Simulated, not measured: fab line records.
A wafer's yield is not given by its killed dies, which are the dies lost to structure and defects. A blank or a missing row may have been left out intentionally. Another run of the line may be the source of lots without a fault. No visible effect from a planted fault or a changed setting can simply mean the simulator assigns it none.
Which tool was responsible? || flow n5Finfet || 69 wafers from 23 lots sampled at 2 of the route's 1938 steps

== WHAT EACH GAUGE READ, for each wafer ==
N5_DUMMY_REMOVAL_INSPECT_06: inspects for defects (brightfield).
{"lot": "L074", "measured": "day 3 20:55", "on": "defectInspect-02", "rawDefectCount": "15 4 9"}
{"lot": "L075", "measured": "day 4 03:57", "on": "defectInspect-02", "rawDefectCount": "16 16 8"}
{"lot": "L077", "measured": "day 4 16:02", "on": "defectInspect-02", "rawDefectCount": "5 4 3"}
{"lot": "L078", "measured": "day 4 21:05", "on": "defectInspect-02", "rawDefectCount": "11 7 8"}
{"lot": "L079", "measured": "day 5 03:59", "on": "defectInspect-01", "rawDefectCount": "13 23 9"}
{"lot": "L080", "measured": "day 5 16:10", "on": "defectInspect-01", "rawDefectCount": "10 8 12"}
{"lot": "L081", "measured": "day 5 16:36", "on": "defectInspect-01", "rawDefectCount": "9 8 7"}
{"lot": "L082", "measured": "day 6 00:45", "on": "defectInspect-02", "rawDefectCount": "9 9 15"}
{"lot": "L083", "measured": "day 6 01:26", "on": "defectInspect-01", "rawDefectCount": "8 15 10"}
{"lot": "L084", "measured": "day 6 07:57", "on": "defectInspect-01", "rawDefectCount": "14 10 14"}
{"lot": "L085", "measured": "day 6 15:23", "on": "defectInspect-01", "rawDefectCount": "8 23 4"}
{"lot": "L086", "measured": "day 6 22:27", "on": "defectInspect-01", "rawDefectCount": "12 28 9"}
{"lot": "L087", "measured": "day 7 04:28", "on": "defectInspect-02", "rawDefectCount": "20 21 8"}
{"lot": "L088", "measured": "day 7 10:11", "on": "defectInspect-01", "rawDefectCount": "9 13 14"}
{"lot": "L089", "measured": "day 7 16:04", "on": "defectInspect-02", "rawDefectCount": "14 15 6"}
{"lot": "L090", "measured": "day 7 21:49", "on": "defectInspect-01", "rawDefectCount": "22 13 13"}
{"lot": "L091", "measured": "day 8 02:07", "on": "defectInspect-01", "rawDefectCount": "10 6 11"}
{"lot": "L092", "measured": "day 8 10:07", "on": "defectInspect-01", "rawDefectCount": "16 8 8"}
{"lot": "L093", "measured": "day 8 14:51", "on": "defectInspect-02", "rawDefectCount": "7 3 8"}
{"lot": "L094", "measured": "day 8 20:53", "on": "defectInspect-02", "rawDefectCount": "2 10 16"}
{"lot": "L095", "measured": "day 9 03:39", "on": "defectInspect-02", "rawDefectCount": "10 4 4"}
{"lot": "L096", "measured": "day 9 13:59", "on": "defectInspect-02", "rawDefectCount": "18 22 6"}
{"lot": "L097", "measured": "day 9 17:05", "on": "defectInspect-02", "rawDefectCount": "9 21 10"}

== TOOL THAT RAN EACH LOT (tool first, then ch and the chambers of the sampled wafers, then the start) ==
{"lot": "L074", "N5_DUMMY_REMOVAL_HM_STRIP_01": "rieDiel-03 ch 2,3, day 3 20:44"}
{"lot": "L075", "N5_DUMMY_REMOVAL_HM_STRIP_01": "rieDiel-03 ch 0,1,2, day 4 03:46"}
{"lot": "L077", "N5_DUMMY_REMOVAL_HM_STRIP_01": "rieDiel-06 ch 0,1,2, day 4 15:51"}
{"lot": "L078", "N5_DUMMY_REMOVAL_HM_STRIP_01": "rieDiel-06 ch 0,1, day 4 20:53"}
{"lot": "L079", "N5_DUMMY_REMOVAL_HM_STRIP_01": "rieDiel-03 ch 0,1,3, day 5 03:45"}
{"lot": "L080", "N5_DUMMY_REMOVAL_HM_STRIP_01": "rieDiel-05 ch 1,3, day 5 15:58"}
{"lot": "L081", "N5_DUMMY_REMOVAL_HM_STRIP_01": "rieDiel-06 ch 0,2, day 5 16:24"}
{"lot": "L082", "N5_DUMMY_REMOVAL_HM_STRIP_01": "rieDiel-03 ch 0,1,2, day 6 00:33"}
{"lot": "L083", "N5_DUMMY_REMOVAL_HM_STRIP_01": "rieDiel-03 ch 1,2, day 6 01:14"}
{"lot": "L084", "N5_DUMMY_REMOVAL_HM_STRIP_01": "rieDiel-03 ch 0,3, day 6 07:46"}
{"lot": "L085", "N5_DUMMY_REMOVAL_HM_STRIP_01": "rieDiel-06 ch 0,2, day 6 15:12"}
{"lot": "L086", "N5_DUMMY_REMOVAL_HM_STRIP_01": "rieDiel-06 ch 1,2,3, day 6 22:15"}
{"lot": "L087", "N5_DUMMY_REMOVAL_HM_STRIP_01": "rieDiel-06 ch 2,3, day 7 04:16"}
{"lot": "L088", "N5_DUMMY_REMOVAL_HM_STRIP_01": "rieDiel-06 ch 0,2,3, day 7 09:59"}
{"lot": "L089", "N5_DUMMY_REMOVAL_HM_STRIP_01": "rieDiel-03 ch 0,1,2, day 7 15:52"}
{"lot": "L090", "N5_DUMMY_REMOVAL_HM_STRIP_01": "rieDiel-03 ch 0,1,3, day 7 21:37"}
{"lot": "L091", "N5_DUMMY_REMOVAL_HM_STRIP_01": "rieDiel-03 ch 0,3, day 8 01:55"}
{"lot": "L092", "N5_DUMMY_REMOVAL_HM_STRIP_01": "rieDiel-06 ch 1,2,3, day 8 09:55"}
{"lot": "L093", "N5_DUMMY_REMOVAL_HM_STRIP_01": "rieDiel-06 ch 0,3, day 8 14:39"}
{"lot": "L094", "N5_DUMMY_REMOVAL_HM_STRIP_01": "rieDiel-06 ch 0,3, day 8 20:42"}
{"lot": "L095", "N5_DUMMY_REMOVAL_HM_STRIP_01": "rieDiel-03 ch 1,2,3, day 9 03:28"}
{"lot": "L096", "N5_DUMMY_REMOVAL_HM_STRIP_01": "rieDiel-03 ch 1,2, day 9 13:47"}
{"lot": "L097", "N5_DUMMY_REMOVAL_HM_STRIP_01": "rieDiel-05 ch 0,1,2, day 9 16:53"}
- N5_DUMMY_REMOVAL_HM_STRIP_01: strips SiNx in CH3F/O2, stops on poly-Si, target depth 4 nm, time 6.8 s.

== WHAT THE TOOLS THEMSELVES READ (means of the sampled wafers that have a number; where no wafer has one, the mark that the record gives instead) ==
N5_DUMMY_REMOVAL_HM_STRIP_01.
{"lot": "L074", "tool": "rieDiel-03", "drypumpMotorCurrentA (A)": 5.4, "oesProductAu (a.u.)": 0.68, "rfVppV (V)": 128.7, "showerheadPlenumPTorr (Torr)": 2.06, "throttleValvePct (%)": 16.17}
{"lot": "L075", "tool": "rieDiel-03", "drypumpMotorCurrentA (A)": 5.7, "oesProductAu (a.u.)": 0.68, "rfVppV (V)": 127.0, "showerheadPlenumPTorr (Torr)": 1.97, "throttleValvePct (%)": 16.03}
{"lot": "L077", "tool": "rieDiel-06", "drypumpMotorCurrentA (A)": 5.8, "oesProductAu (a.u.)": 0.65, "rfVppV (V)": 127.2, "showerheadPlenumPTorr (Torr)": 1.99, "throttleValvePct (%)": 16.28}
{"lot": "L078", "tool": "rieDiel-06", "drypumpMotorCurrentA (A)": 5.8, "oesProductAu (a.u.)": 0.64, "rfVppV (V)": 128.0, "showerheadPlenumPTorr (Torr)": 2.00, "throttleValvePct (%)": 16.15}
{"lot": "L079", "tool": "rieDiel-03", "drypumpMotorCurrentA (A)": 5.3, "oesProductAu (a.u.)": 0.69, "rfVppV (V)": 127.9, "showerheadPlenumPTorr (Torr)": 2.03, "throttleValvePct (%)": 16.12}
{"lot": "L080", "tool": "rieDiel-05", "drypumpMotorCurrentA (A)": 6.4, "oesProductAu (a.u.)": 0.58, "rfVppV (V)": 127.7, "showerheadPlenumPTorr (Torr)": 1.98, "throttleValvePct (%)": 16.41}
{"lot": "L081", "tool": "rieDiel-06", "drypumpMotorCurrentA (A)": 6.0, "oesProductAu (a.u.)": 0.64, "rfVppV (V)": 128.3, "showerheadPlenumPTorr (Torr)": 2.04, "throttleValvePct (%)": 16.35}
{"lot": "L082", "tool": "rieDiel-03", "drypumpMotorCurrentA (A)": 5.7, "oesProductAu (a.u.)": 0.66, "rfVppV (V)": 127.2, "showerheadPlenumPTorr (Torr)": 1.96, "throttleValvePct (%)": 16.06}
{"lot": "L083", "tool": "rieDiel-03", "drypumpMotorCurrentA (A)": 5.9, "oesProductAu (a.u.)": 0.66, "rfVppV (V)": 126.9, "showerheadPlenumPTorr (Torr)": 1.94, "throttleValvePct (%)": 16.03}
{"lot": "L084", "tool": "rieDiel-03", "drypumpMotorCurrentA (A)": 5.3, "oesProductAu (a.u.)": 0.64, "rfVppV (V)": 128.1, "showerheadPlenumPTorr (Torr)": 2.03, "throttleValvePct (%)": 16.16}
{"lot": "L085", "tool": "rieDiel-06", "drypumpMotorCurrentA (A)": 6.0, "oesProductAu (a.u.)": 0.64, "rfVppV (V)": 127.9, "showerheadPlenumPTorr (Torr)": 2.04, "throttleValvePct (%)": 16.36}
{"lot": "L086", "tool": "rieDiel-06", "drypumpMotorCurrentA (A)": 5.7, "oesProductAu (a.u.)": 0.64, "rfVppV (V)": 127.3, "showerheadPlenumPTorr (Torr)": 1.99, "throttleValvePct (%)": 16.39}
{"lot": "L087", "tool": "rieDiel-06", "drypumpMotorCurrentA (A)": 5.9, "oesProductAu (a.u.)": 0.63, "rfVppV (V)": 127.7, "showerheadPlenumPTorr (Torr)": 2.05, "throttleValvePct (%)": 16.45}
{"lot": "L088", "tool": "rieDiel-06", "drypumpMotorCurrentA (A)": 5.9, "oesProductAu (a.u.)": 0.62, "rfVppV (V)": 128.4, "showerheadPlenumPTorr (Torr)": 2.06, "throttleValvePct (%)": 16.32}
{"lot": "L089", "tool": "rieDiel-03", "drypumpMotorCurrentA (A)": 5.7, "oesProductAu (a.u.)": 0.65, "rfVppV (V)": 126.9, "showerheadPlenumPTorr (Torr)": 1.96, "throttleValvePct (%)": 16.09}
{"lot": "L090", "tool": "rieDiel-03", "drypumpMotorCurrentA (A)": 5.3, "oesProductAu (a.u.)": 0.67, "rfVppV (V)": 127.3, "showerheadPlenumPTorr (Torr)": 2.02, "throttleValvePct (%)": 16.17}
{"lot": "L091", "tool": "rieDiel-03", "drypumpMotorCurrentA (A)": 5.4, "oesProductAu (a.u.)": 0.64, "rfVppV (V)": 126.8, "showerheadPlenumPTorr (Torr)": 2.03, "throttleValvePct (%)": 16.20}
{"lot": "L092", "tool": "rieDiel-06", "drypumpMotorCurrentA (A)": 5.7, "oesProductAu (a.u.)": 0.63, "rfVppV (V)": 127.4, "showerheadPlenumPTorr (Torr)": 1.98, "throttleValvePct (%)": 16.41}
{"lot": "L093", "tool": "rieDiel-06", "drypumpMotorCurrentA (A)": 5.8, "oesProductAu (a.u.)": 0.61, "rfVppV (V)": 127.3, "showerheadPlenumPTorr (Torr)": 2.08, "throttleValvePct (%)": 16.20}
{"lot": "L094", "tool": "rieDiel-06", "drypumpMotorCurrentA (A)": 5.8, "oesProductAu (a.u.)": 0.61, "rfVppV (V)": 128.5, "showerheadPlenumPTorr (Torr)": 2.08, "throttleValvePct (%)": 16.27}
{"lot": "L095", "tool": "rieDiel-03", "drypumpMotorCurrentA (A)": 5.5, "oesProductAu (a.u.)": 0.65, "rfVppV (V)": 126.4, "showerheadPlenumPTorr (Torr)": 2.00, "throttleValvePct (%)": 16.16}
{"lot": "L096", "tool": "rieDiel-03", "drypumpMotorCurrentA (A)": 5.7, "oesProductAu (a.u.)": 0.66, "rfVppV (V)": 126.2, "showerheadPlenumPTorr (Torr)": 1.95, "throttleValvePct (%)": 16.10}
{"lot": "L097", "tool": "rieDiel-05", "drypumpMotorCurrentA (A)": 5.6, "oesProductAu (a.u.)": 0.67, "rfVppV (V)": 127.7, "showerheadPlenumPTorr (Torr)": 2.00, "throttleValvePct (%)": 16.26}

== THE ANSWER, worked out from the rows above alone ==
Rule: what is usual is taken from the lots themselves. The widest of any qualifying gaps counts: lots, ordered by their means at a reading, are off when they make up no more than a third of the lots, leave a main group of 4 or more, and stand apart from it by 3 or more times the standard deviation of that group's means. A main group is skipped when, at the precision printed for the reading in the tables above, its means are all equal. A lot without any number at a reading at which 4 lots or more have one is off too. The other lots that the step has rows for count as sound. Order of review: gauges by route order, followed by the tools' own readings, for which a lot's mean as printed above is used. The first step at which some lot is off is used, and at that step the reading that is off furthest; a lot without a number counts as furthest.
No lot is off at any reading shown: from this, nothing can be told.

== WHAT HAD BEEN PUT IN BY THE SIMULATOR ==
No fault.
